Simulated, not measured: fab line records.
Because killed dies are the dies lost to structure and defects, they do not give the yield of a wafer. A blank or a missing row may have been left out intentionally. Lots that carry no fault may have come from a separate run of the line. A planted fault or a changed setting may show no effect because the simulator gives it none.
2 desks, one fault	flow nand-harc	only its own numbers are on each desk; what lay behind them is given at the end

## AT THE METROLOGY DESK
Means of the sampled wafers that have a number, per lot and without regard to the tool the lot ran on: this is what the gauges read. If a lot's mean is further than 4 standard deviations from the usual mean, the lot is out of limits and carries the mark OUT (the distance appears in the brackets).
Columns: A = cd-nm at NHARC_A_SLIT_CD_MEAS_21, usual 289.6 nm
lot	first seen here	A
L945	day 13 19:29	290.6
L946	day 14 20:49	289.0
L948	day 15 06:08	289.5
L950	day 15 06:37	289.4
L951	day 16 03:05	289.3
L958	day 17 07:04	288.8
L956	day 17 20:40	290.0
L959	day 18 01:44	290.3
L962	day 18 08:32	288.6
L961	day 18 15:35	290.8
L965	day 19 15:04	290.1
L967	day 19 22:38	288.3
L968	day 20 05:06	288.8
This desk found nothing out of limits on any of the 13 lots.

## THE TOOL OWNER'S DESK: rie-metal-01
The tool's own readings at NHARC_A_WL_FILL_ETCHBACK_05 (etches the open film in Cl2/BCl3, target depth 22 nm, time 60 s): means of the sampled wafers that have a number, for each lot that ran on this tool. If a lot's mean is further than 4 standard deviations from the usual mean, the lot is out of limits and carries the mark OUT (the distance appears in the brackets).
Columns: A = drypump-motor-current-A at NHARC_A_WL_FILL_ETCHBACK_05, usual 5.4 A; B = he-backside-leak-sccm at NHARC_A_WL_FILL_ETCHBACK_05, usual 3.3 sccm; C = oes-product-au at NHARC_A_WL_FILL_ETCHBACK_05, usual 0.999 a.u.; D = run-length-s at NHARC_A_WL_FILL_ETCHBACK_05, usual 80.9 s
lot	first seen here	A	B	C	D
L945	day 14 18:24	5.1	3.6	0.988	80.7
L946	day 15 09:13	5.6	3.3	1.005	80.9
L948	day 15 18:23	5.1	3.6	0.999	80.5
L958	day 17 20:31	5.6	3.7	0.984	65.2 (-44) OUT
L956	day 18 11:23	5.4	3.4	1.002	64.9 (-44) OUT
L968	day 20 18:57	5.6	3.3	1.002	80.7
This desk finds L956, L958 out of limits, L958 being first, at day 17 20:31 (run-length-s at NHARC_A_WL_FILL_ETCHBACK_05). In limits: L945, L946, L948, L968.

## PUT TOGETHER
The tool owner's desk could have raised an alarm at day 17 20:31, on L956, L958.
The metrology desk saw nothing out of limits.
The metrology desk holds a record of L956, L958, inside its limits.
All the named lots went through NHARC_A_WL_FILL_ETCHBACK_05 on rie-metal-01.

## WHAT HAD BEEN PUT IN BY THE SIMULATOR
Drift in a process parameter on rie-metal-01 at NHARC_A_WL_FILL_ETCHBACK_05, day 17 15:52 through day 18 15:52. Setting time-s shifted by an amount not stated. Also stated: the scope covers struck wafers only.
Lots struck among those shown: L956, L958.
How many hours passed from the start of the fault until each desk's first out-of-limits reading: the tool owner's desk, 5.
